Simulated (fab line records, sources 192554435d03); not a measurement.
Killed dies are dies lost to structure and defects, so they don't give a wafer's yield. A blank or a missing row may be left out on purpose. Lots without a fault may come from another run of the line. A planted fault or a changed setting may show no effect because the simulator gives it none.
fab line records | flow n5_finfet
record lots=3 wafers=9 last_day=14
route steps=1938 shown GATE_CUT@490 MOL_CONTACT_COAG@517 BEOL_M4@1111 PASSIVATION@1936
lots that met no fault: from a run of the same line without faults
start_h: hours from the record's first day to the start of the lot's first wafer shown | wait_h: hours since the lot's step before | " the same as in the row above | L1.1+2: a row that stands for several wafers | - no value, or no start given | * or withheld: withheld | < > ~ a bound
route shown NAME@n: a module of which the file shows steps, and the number in the route of the first | usual: mean/standard deviation of fault-free wafers | same: alike in all rows | chamber/n: place in a boat | sites: the reading at each site | _std_site: their standard deviation | _edge_site: outer sites' mean less inner sites' | radius_mm: how far each site lies from the wafer's centre | mask NAME#n: copy n | behind: the tool/chamber that last shaped the wafer | hold: why the lot was held/for how many hours/how that ended | device: the transistor (n, p or np) that didn't switch | end of line: the same wafers' tests at the end of the route | a step without rows: its recipe alone | killed: dies lost to structure and defects at the first sort, not the wafer's yield | map: a wafer's dies, x killed, . not, _ none there
set.NAME: the setting as run; set.NAME@STEP: as run at that earlier step | model.NAME: the simulator's own value behind a step, which no gauge read
lots at some steps of the route; a table a step, a row a wafer
services: from which hour (start_h, from the record's first day; less than 0 if before it) a tool's chamber was out of use, for how many hours, and why
## steps
# step N5_GATE_CUT_DESCUM_18
# recipe chemistry=O2 time_s=7 source_power_w=50 bias_power_w=20 pressure_mtorr=20 rf_frequency_hz=2.712e+07 temp_c=40 resist=CAR-EUV o2_flow_sccm=225
# step N5_GATE_CUT_ETCH_28
# recipe chemistry=N2/H2 target=underlayer target_depth_a=130 mask_material=CAR-EUV time_s=10.4 ion_energy_ev=200 pressure_mtorr=30 source_w=840 bias_w=150 n2_flow_sccm=200 h2_flow_sccm=200 ends=cleared
# step N5_GATE_CUT_ETCH_36
# recipe chemistry=CF4 target=SiARC target_depth_a=130 mask_material=CAR-EUV time_s=21.7 ion_energy_ev=80 pressure_mtorr=40 source_w=545 bias_w=36 Ar_flow_sccm=100 cf4_flow_sccm=100 ends=cleared
# step N5_GATE_CUT_ETCH_37
# recipe chemistry=N2/H2 target=SOC target_depth_a=600 overetch_a=120 mask_material=SiARC temp_c=40 time_s=90 ion_energy_ev=200 pressure_mtorr=30 source_w=840 bias_w=150 n2_flow_sccm=200 h2_flow_sccm=200
# step N5_GATE_CUT_STRIP_38
# recipe chemistry=N2/H2 temp_c=40 n2_flow_sccm=200 h2_flow_sccm=200 rf_frequency_hz=6e+07
# step N5_GATE_CUT_STRIP_39
# recipe chemistry=N2/H2 temp_c=40 n2_flow_sccm=200 h2_flow_sccm=200 rf_frequency_hz=6e+07
# step N5_GATE_CUT_HM_OPEN_40
# recipe chemistry=C4F6/O2 target=SiO2 mask_material=SiARC target_depth_a=1390 time_s=85.1 ion_energy_ev=250 pressure_mtorr=30 source_w=345 bias_w=185 Ar_flow_sccm=300 C4F6_flow_sccm=10 O2_flow_sccm=10 ends=cleared
# step N5_GATE_CUT_STRIP_41
# recipe chemistry=CF4 resist=SiARC power_w=300 bias_power_w=75 pressure_mtorr=50 cf4_flow_sccm=150 rf_frequency_hz=6e+07
# step N5_GATE_CUT_STRIP_42
# recipe chemistry=O2 power_w=400 temp_c=40 pressure_mtorr=30 rf_frequency_hz=6e+07 bias_power_w=0 overash_fraction=0.3 o2_flow_sccm=225
# step N5_GATE_CUT_ETCH_19
# recipe chemistry=CH3F/O2 target=SiNx mask_material=SiO2 target_depth_a=537 time_s=76.7 pressure_mtorr=30 source_w=395 bias_w=73 Ar_flow_sccm=150 CH3F_flow_sccm=30 O2_flow_sccm=20 ion_energy_ev=120 ends=cleared
# step N5_GATE_CUT_CUT_ETCH_53
# recipe chemistry=SF6/Cl2 target=W mask_material=SiO2 target_depth_a=792 pressure_mtorr=8 icp_w=900 bias_w=80 SF6_flow_sccm=40 Cl2_flow_sccm=60 ends=cleared
# step N5_GATE_CUT_CUT_ETCH_54
# recipe chemistry=Cl2/BCl3 target=TiN mask_material=SiO2 target_depth_a=967 pressure_mtorr=10 icp_w=1000 bias_w=126 Cl2_flow_sccm=53.25 bcl3_flow_sccm=21.75 Ar_flow_sccm=25 ends=cleared
# usual drypump_motor_current_A=5.6/0.35 etch_rf_on_time_s=36.5/0.44 oes_product_au=0.62/0.099 throttle_valve_pct=22.42/0.17
# columns lot.wafer tool chamber start_h wait_h drypump_motor_current_A etch_rf_on_time_s oes_product_au rf_hours_counter_h throttle_valve_pct model.etch.depth_nm
L588.2 rie_metal-02 1 87.20 0.0 5.7 36.9 0.53 139 22.71 81.95
L588.3 " 1 " " 5.7 37.0 0.53 - 22.72 81.95
L588.5 " 1 " " 5.7 37.1 0.53 - 22.72 81.95
L594.1 rie_metal-02 0 120.03 0.0 5.4 35.9 0.60 92 22.28 81.95
L594.5 " 0 " " 5.4 36.3 0.60 - 22.29 81.95
L594.6 " 1 " " 5.7 47.9 0.41 - 22.93 67.27
L599.1 rie_metal-03 1 150.33 0.0 5.3 36.7 0.56 113 22.22 81.95
L599.3 " 0 " " 6.1 35.8 0.61 - 22.52 81.95
L599.5 " 0 " " 6.1 36.5 0.60 - 22.54 81.95
# step N5_GATE_CUT_CUT_ETCH_55
# recipe chemistry=BCl3 target=HfO2 mask_material=SiO2 target_depth_a=32 ion_energy_ev=30 pressure_mtorr=5 icp_w=450 bias_w=18 bcl3_flow_sccm=80
# usual drypump_motor_current_A=5.6/0.35 oes_product_au=0.68/0.11 throttle_valve_pct=33.11/0.18
# columns lot.wafer tool chamber start_h wait_h drypump_motor_current_A oes_product_au rf_hours_counter_h throttle_valve_pct
L588.2 rie_metal-02 1 87.26 0.0 5.7 0.59 139 33.47
L588.3 " 1 " " 5.7 0.59 - 33.46
L588.5 " 1 " " 5.7 0.58 - 33.44
L594.1 rie_metal-02 0 120.09 0.0 5.4 0.67 92 33.02
L594.5 " 0 " " 5.4 0.66 - 33.03
L594.6 " 1 " " 5.7 0.22 - 33.45
L599.1 rie_metal-03 1 150.39 0.0 5.3 0.62 113 33.07
L599.3 " 0 " " 6.1 0.66 - 32.95
L599.5 " 0 " " 6.1 0.65 - 32.95
# step N5_GATE_CUT_ETCH_47
# recipe chemistry=Cl2/BCl3 target=SiO2 target_depth_a=100 pressure_mtorr=10 icp_w=1000 bias_w=126 Cl2_flow_sccm=53.25 bcl3_flow_sccm=21.75 Ar_flow_sccm=25
# usual drypump_motor_current_A=5.6/0.35 oes_product_au=0.68/0.11 throttle_valve_pct=22.95/0.17
# columns lot.wafer tool chamber start_h wait_h drypump_motor_current_A oes_product_au rf_hours_counter_h throttle_valve_pct model.GATE_CUT.cd_nm
L588.2 rie_metal-02 1 87.29 0.0 5.7 0.59 139 23.25 20.2
L588.3 " 1 " " 5.7 0.59 - 23.25 20.6
L588.5 " 1 " " 5.7 0.59 - 23.26 20.8
L594.1 rie_metal-02 0 120.12 0.0 5.4 0.67 92 22.81 20.2
L594.5 " 0 " " 5.4 0.67 - 22.83 19.4
L594.6 " 1 " " 5.7 0.59 - 23.26 18.6
L599.1 rie_metal-03 1 150.42 0.0 5.3 0.62 113 22.75 20
L599.3 " 0 " " 6.1 0.65 - 23.08 20.6
L599.5 " 0 " " 6.1 0.65 - 23.06 20.6
# step N5_GATE_CUT_VAPOR_ETCH_48
# recipe chemistry=BCl3/Cl2 target=TiN mode=isotropic
# step N5_GATE_CUT_VAPOR_ETCH_49
# recipe chemistry=BCl3/Cl2 target=TiAlC mode=isotropic
# step N5_GATE_CUT_VAPOR_ETCH_51
# recipe chemistry=BCl3/Cl2 target=HfO2 mode=isotropic
# step N5_GATE_CUT_STRIP_21
# recipe chemistry=N2/H2 time_s=30 power_w=1000 temp_c=250 pressure_mtorr=withheld n2_flow_sccm=1750 h2_flow_sccm=3250
# step N5_GATE_CUT_STRIP_29
# recipe chemistry=post_etch_residue_remover time_s=60 temp_c=25 remover_ph=withheld remover_water_wt_pct=withheld remover_fluoride_wt_pct=withheld
# step N5_GATE_CUT_SRD_52
# recipe dry=ipa_marangoni time_s=30 temp_c=23 rinse_liquid=diw
# step N5_GATE_CUT_ALD_22
# recipe material=SiNx target_thk_a=160 temp_c=400 ald_precursor_family=SiH2I2 ald_co_reactant=N2/H2-plasma pulse_time_s=1 ald_cycles=320 purge_time_s=2 co_reactant_purge_time_s=2 pressure_torr=2
# step N5_GATE_CUT_CMP_23
# recipe stop_on=SiO2 t_overpolish_s=23.4 post_cmp_clean=alkaline_brush down_force_psi=2.5 platen_rpm=51.8 pad_velocity_m_s=1.0307 target_thk_nm=16
# step N5_GATE_CUT_CMP_43
# recipe material=SiO2 post_cmp_clean=rinse_only
# step N5_GATE_CUT_CMP_61
# recipe stop_on=SiNx t_overpolish_s=3 post_cmp_clean=alkaline_brush down_force_psi=4 platen_rpm=27.09 pad_velocity_m_s=0.539
# step N5_MOL_CONTACT_COAG_COAT_103
# recipe resist=SOC temp_c=250 time_s=60 spin_rpm=1500 resist_thk_nm=80
# step N5_MOL_CONTACT_COAG_COAT_104
# recipe resist=SiARC temp_c=220 time_s=60 spin_rpm=1500 resist_thk_nm=12
# step N5_MOL_CONTACT_COAG_COAT_58
# recipe resist=underlayer temp_c=205 time_s=60 spin_rpm=1500 resist_thk_nm=10
# step N5_MOL_CONTACT_COAG_COAT_02
# recipe resist=CAR-EUV spin_rpm=1500 resist_thk_nm=30
# step N5_MOL_CONTACT_COAG_EBR_04
# recipe solvent=PGMEA ebr_width_mm=1.5
# step N5_MOL_CONTACT_COAG_SOFTBAKE_03
# recipe temp_c=110 time_s=60 resist=CAR-EUV
# step N5_MOL_CONTACT_COAG_EXPOSE_05
# recipe mask_id=CA na=0.33 source_shape=annular sigma_inner=0.4 sigma_outer=0.8 polarization=unpolarized defocus_nm=0 dose_mj=38.25
# step N5_MOL_CONTACT_COAG_PEB_06
# recipe peb_temp_c=100 peb_time_s=60 resist=CAR-EUV
# step N5_MOL_CONTACT_COAG_DEVELOP_07
# recipe develop_time_s=30 developer=TMAH resist=CAR-EUV rinse_liquid=surfactant_rinse dry=air_spin dev_temp_c=23
# step N5_MOL_CONTACT_COAG_DESCUM_13
# recipe chemistry=O2 time_s=7 source_power_w=50 bias_power_w=20 pressure_mtorr=20 rf_frequency_hz=2.712e+07 temp_c=40 resist=CAR-EUV o2_flow_sccm=225
# step N5_MOL_CONTACT_COAG_ETCH_59
# recipe chemistry=N2/H2 target=underlayer target_depth_a=130 mask_material=CAR-EUV time_s=10.4 ion_energy_ev=200 pressure_mtorr=30 source_w=840 bias_w=150 n2_flow_sccm=200 h2_flow_sccm=200 ends=cleared
# step N5_BEOL_M4_RC_MEAS_101
# usual DIBL_N=36.1/1.6 DIBL_P=35.7/1.8 IOFF_N=0.159/0.027 IOFF_P=0.21/0.03 ION_N=673/10 ION_P=462/7.4 SS_N=71.4/0.56 SS_P=73.2/0.61 VT_N=249.7/3 VT_P=-250/3.1
# columns lot.wafer tool chamber start_h wait_h DIBL_N[mV/V] DIBL_P[mV/V] IOFF_N[nA/um] IOFF_P[nA/um] ION_N[uA/um] ION_P[uA/um] SS_N[mV/dec] SS_P[mV/dec] VT_N[mV] VT_P[mV]
L588.2 prober-01 0 166.40 0.2 34.2 34.7 0.137 0.22 668 466 71.4 73.6 250.1 -248
L588.3 " 0 " " 33.8 34.9 0.132 0.22 666 464 71.6 72.7 251.5 -249
L588.5 " 0 " " 34.9 36.6 0.157 0.25 673 471 72.0 73.6 248.1 -244
L594.1 prober-02 0 198.77 0.0 37.3 38.1 0.178 0.21 679 456 72.1 73.0 250.8 -250
L594.5 " 0 " " 37.5 37.3 0.171 0.20 664 451 72.0 74.0 252.9 -254
L599.1 prober-02 0 233.33 0.0 34.8 35.1 0.143 0.19 666 460 70.8 73.1 252.5 -251
L599.3 " 0 " " 35.1 35.9 0.156 0.20 683 468 71.5 73.0 249.0 -249
L599.5 " 0 " " 34.7 35.2 0.138 0.19 671 460 70.9 72.8 250.0 -253
# step N5_PASSIVATION_PROBE_49
# usual defect_limited_yield=91.0/1.3 killed_at_M0_to_M3=33/10 killed_at_M4_up=14/5.6 killed_at_contacts=12/5.8 killed_at_front_end=43/11 killed_at_other=4.1/2.8 killed_dies=106/15 killed_on_rim=14/3.9 killed_open=70/12 killed_short=34/7.5 sort_bin_5_function=5.3/0.88 sort_bin_6_memory=3.3/0.64 sort_n_pass=1074/15 sort_yield_pct=91.0/1.3
# same gross_dies=1180 killed_at_back_side=0 sort_bin_4_leakage[%]=0 sort_bin_8_speed[%]=0
# columns lot.wafer tool chamber start_h wait_h defect_limited_yield[%] killed_at_M0_to_M3 killed_at_M4_up killed_at_contacts killed_at_front_end killed_at_other killed_dies killed_on_rim killed_open killed_short sort_bin_5_function[%] sort_bin_6_memory[%] sort_n_pass sort_yield_pct[%]
L588.2 prober-01 - 272.22 0.1 93.1 24 17 7 28 6 82 8 58 24 4.1 2.5 1098 93.1
L588.3 prober-01 - 272.27 0.1 93.8 12 15 20 23 3 73 9 44 26 3.6 2.3 1107 93.8
L588.5 prober-01 - 272.37 0.2 90.9 20 19 20 38 10 107 17 73 34 5.4 3.6 1073 90.9
L594.6 prober-02 - 303.69 0.3 0 30 10 7 1127 6 1180 152 49 34 97.5 2.2 0 0
L599.1 prober-01 - 347.30 0.0 91.2 47 8 14 34 1 104 14 65 37 5.4 3.2 1076 91.2
L599.3 prober-01 - 347.40 0.1 91.4 42 12 5 40 2 101 16 55 43 3.9 3.6 1079 91.4
L599.5 prober-01 - 347.50 0.2 90.2 52 10 16 33 5 116 15 67 44 5.5 3.7 1064 90.2
# killed by level:class
L588.2 BEOL_M4:geometric_particle:open=11 BEOL_M0_SAQP:geometric_particle:short=7 FIN_SAQP:geometric_particle:open=6 MOL_CONTACT_COAG:geometric_particle:open=6 BEOL_M3:geometric_particle:open=5 GATE_CUT:geometric_particle:short=4 BEOL_M5:geometric_particle:open=4 PASS1_CAP:geometric_particle:open=4
L588.3 MOL_CONTACT_COAG:geometric_particle:open=17 BEOL_M4:geometric_particle:open=6 GATE_CUT:geometric_particle:short=5 FIN_SAQP:geometric_particle:short=3 STI_FIN_REVEAL:geometric_particle:open=3 MOL_CONTACT_COAG:geometric_particle:short=3 BEOL_M0_SAQP:geometric_particle:open=3 STARTING-WAFER:geometric_particle:open=3
L588.5 MOL_CONTACT_COAG:geometric_particle:open=15 FIN_SAQP:geometric_particle:open=12 BEOL_M3:geometric_particle:open=8 BEOL_M4:geometric_particle:open=8 FIN_SAQP:geometric_particle:short=6 STARTING-WAFER:geometric_particle:open=6 MOL_CONTACT_COAG:geometric_particle:short=5 BEOL_M0_SAQP:geometric_particle:open=4
L594.6 GATE_CUT:area_etch=1096 FIN_SAQP:geometric_particle:short=7 MOL_CONTACT_COAG:geometric_particle:open=7 BEOL_M2:geometric_particle:open=7 BEOL_M0_SAQP:geometric_particle:short=6 BEOL_M4:geometric_particle:open=6 STI_FIN_REVEAL:geometric_particle:open=5 GATE_CUT:geometric_particle:short=5
L599.1 BEOL_M0_SAQP:geometric_particle:open=11 MOL_CONTACT_COAG:geometric_particle:open=10 BEOL_M0_SAQP:geometric_particle:short=9 BEOL_M2:geometric_particle:open=7 BEOL_M1:geometric_particle:open=6 BEOL_M3:geometric_particle:open=6 FIN_SAQP:geometric_particle:short=5 GATE_CUT:geometric_particle:short=5
L599.3 BEOL_M0_SAQP:geometric_particle:short=12 FIN_SAQP:geometric_particle:short=10 STI_FIN_REVEAL:geometric_particle:open=10 BEOL_M0_SAQP:geometric_particle:open=6 BEOL_M1:geometric_particle:open=6 BEOL_M2:geometric_particle:open=5 BEOL_M2:geometric_particle:short=4 FIN_SAQP:geometric_particle:open=3
L599.5 BEOL_M0_SAQP:geometric_particle:short=15 MOL_CONTACT_COAG:geometric_particle:open=14 STI_FIN_REVEAL:geometric_particle:open=12 BEOL_M0_SAQP:geometric_particle:open=10 BEOL_M2:geometric_particle:short=10 BEOL_M3:geometric_particle:open=8 BEOL_M1:geometric_particle:open=5 BEOL_M4:geometric_particle:open=4
# map L594.6 (x killed, . not)
_________________xxxxxxxxxxxx________________
______________xxxxxxxxxxxxxxxxxx_____________
___________xxxxxxxxxxxxxxxxxxxxxxxx__________
__________xxxxxxxxxxxxxxxxxxxxxxxxxx_________
________xxxxxxxxxxxxxxxxxxxxxxxxxxxxxx_______
_______xxxxxxxxxxxxxxxxxxxxxxxxxxxxxxxx______
______xxxxxxxxxxxxxxxxxxxxxxxxxxxxxxxxxx_____
_____xxxxxxxxxxxxxxxxxxxxxxxxxxxxxxxxxxxx____
____xxxxxxxxxxxxxxxxxxxxxxxxxxxxxxxxxxxxxx___
___xxxxxxxxxxxxxxxxxxxxxxxxxxxxxxxxxxxxxxxx__
___xxxxxxxxxxxxxxxxxxxxxxxxxxxxxxxxxxxxxxxx__
__xxxxxxxxxxxxxxxxxxxxxxxxxxxxxxxxxxxxxxxxxx_
__xxxxxxxxxxxxxxxxxxxxxxxxxxxxxxxxxxxxxxxxxx_
_xxxxxxxxxxxxxxxxxxxxxxxxxxxxxxxxxxxxxxxxxxxx
_xxxxxxxxxxxxxxxxxxxxxxxxxxxxxxxxxxxxxxxxxxxx
_xxxxxxxxxxxxxxxxxxxxxxxxxxxxxxxxxxxxxxxxxxxx
_xxxxxxxxxxxxxxxxxxxxxxxxxxxxxxxxxxxxxxxxxxxx
_xxxxxxxxxxxxxxxxxxxxxxxxxxxxxxxxxxxxxxxxxxxx
_xxxxxxxxxxxxxxxxxxxxxxxxxxxxxxxxxxxxxxxxxxxx
_xxxxxxxxxxxxxxxxxxxxxxxxxxxxxxxxxxxxxxxxxxxx
_xxxxxxxxxxxxxxxxxxxxxxxxxxxxxxxxxxxxxxxxxxxx
__xxxxxxxxxxxxxxxxxxxxxxxxxxxxxxxxxxxxxxxxxx_
__xxxxxxxxxxxxxxxxxxxxxxxxxxxxxxxxxxxxxxxxxx_
___xxxxxxxxxxxxxxxxxxxxxxxxxxxxxxxxxxxxxxxx__
___xxxxxxxxxxxxxxxxxxxxxxxxxxxxxxxxxxxxxxxx__
____xxxxxxxxxxxxxxxxxxxxxxxxxxxxxxxxxxxxxx___
_____xxxxxxxxxxxxxxxxxxxxxxxxxxxxxxxxxxxx____
______xxxxxxxxxxxxxxxxxxxxxxxxxxxxxxxxxx_____
_______xxxxxxxxxxxxxxxxxxxxxxxxxxxxxxxx______
________xxxxxxxxxxxxxxxxxxxxxxxxxxxxxx_______
__________xxxxxxxxxxxxxxxxxxxxxxxxxx_________
___________xxxxxxxxxxxxxxxxxxxxxxxx__________
______________xxxxxxxxxxxxxxxxxx_____________
_________________xxxxxxxxxxxx________________
# map L588.5 (x killed, . not)
_________________.x.........x________________
______________..............x..._____________
___________......x.................__________
__________..x......x...x....x......._________
________x.......x...............x..x.._______
_______..x........................x....______
______..........x........x.............._____
_____.....x..............................____
____.x.x......x.....................x...x.___
___......x.....x.............x.x...........__
___..........x.................x........x..__
__.x.....x..............................x.x._
__.........x........................x......._
_.......x.x.x....x...........................
_...x.........x....x..xx....x.............x.x
_.....x......................x...............
_x...........................................
_......x......x.x......x.....................
_.x.......xx....x.xxx........................
_........x....x....x..........x............x.
_x............x.........x.........x..........
__.......................................x.._
__...x.x....x.............x..x.............._
___....x.......x........x....xx............__
___.............x.....................x...x__
____.................................x.x..___
_____.....................x.x............____
______...................x.x...........x_____
_______.......x...........x.....x......______
________...........x........x...x....._______
__________.....x..x.......x........._________
___________.x.....x.............x..__________
______________...xx..xx........._____________
_________________............________________
## services
# columns tool chamber start_h hours kind
rie_metal-03 - 128.72 0.1 repair
rie_metal-02 1 133.70 - clean
rie_metal-02 1 133.70 35.0 scheduled_down
rie_metal-02 1 133.70 35.0 vent_cycle
## key
first_sign step=N5_GATE_CUT_CUT_ETCH_54 reading=etch_rf_on_time_s direction=up sigmas=26 usual=* struck=*
effect step=N5_GATE_CUT_CUT_ETCH_55 reading=oes_product_au direction=down sigmas=4.2 usual=0.68 struck=0.22
effect step=N5_PASSIVATION_PROBE_49 reading=sort_bin_5_function direction=up sigmas=99+ usual=5.3 struck=97.5
model_effect step=N5_GATE_CUT_CUT_ETCH_54 value=etch.depth_nm without=81.95 struck=67.27
model_effect step=N5_GATE_CUT_ETCH_47 value=GATE_CUT.cd_nm without=19.8 struck=18.6
more_kills_born_at N5_GATE_CUT_CUT_ETCH_54@rie_metal-02=1096
met_at N5_GATE_CUT_CUT_ETCH_54
struck_wafers L594.6
later_rows_left_out L594.6
onset_between 87.20 120.03
fault kind=process_parameter_drift tool=rie_metal-02 chamber=- onset_h=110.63 steps=N5_GATE_CUT_CUT_ETCH_54 channel=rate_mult offset=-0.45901 shape=step end_h=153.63 scope=struck_wafers_only
# later_rows_left_out: the simulator's readings of these wafers behind a module that went badly wrong aren't trusted and aren't shown, but for the sort
